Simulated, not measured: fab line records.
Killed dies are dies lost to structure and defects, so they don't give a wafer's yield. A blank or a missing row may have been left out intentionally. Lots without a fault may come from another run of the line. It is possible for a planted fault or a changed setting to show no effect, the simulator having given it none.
Matching of chambers -- flow n5Finfet -- N5_BEOL_M12_ETCH_38 on rieDiel-06: 4 sister chambers
The step etches SiCN in CF4/N2, target depth 68.7 nm, time 73.4 s. 4 wafers are shown with their chamber, then 10 later ones without.

== EACH WAFER AND ITS CHAMBER ==
wafer,chamber,showerheadPlenumPTorr (Torr)
L080.5,3,2.33
L081.5,1,2.26
L088.1,2,2.16
L088.4,0,2.26

== WAFERS WHOSE CHAMBER IS MISSING ==
wafer,showerheadPlenumPTorr (Torr)
L088.5,2.32
L090.1,2.32
L090.3,2.25
L090.5,2.32
L094.1,2.32
L094.5,2.32
L094.6,2.15
L097.1,2.25
L097.2,2.26
L097.3,2.32

== WHICH CHAMBER EACH WENT THROUGH ==
wafer,from the rows above,in truth
L088.5,3,3
L090.1,3,3
L090.3,can't be placed: 0 or 1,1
L090.5,3,3
L094.1,3,3
L094.5,3,3
L094.6,2,2
L097.1,can't be placed: 0 or 1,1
L097.2,can't be placed: 0 or 1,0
L097.3,3,3
Correctly placed: 7 of 10. Can't be placed from these rows: 3 (the true chamber is among the candidates in 3). 0 placed wrongly.
How it was worked out, from the rows above alone: a wafer's distance from a chamber is the root of the sum, over the readings, of the square of ((its reading less the chamber's mean) divided by the reading's scatter). If the next closest chamber is less than 2 further off than the closest, the wafer can't be placed; otherwise it belongs to the closest. The mean given for a chamber averages the wafers shown for that chamber. The scatter: with one shown wafer a chamber, the root of the mean of the squares of how far each hidden wafer lies from its nearest shown one.
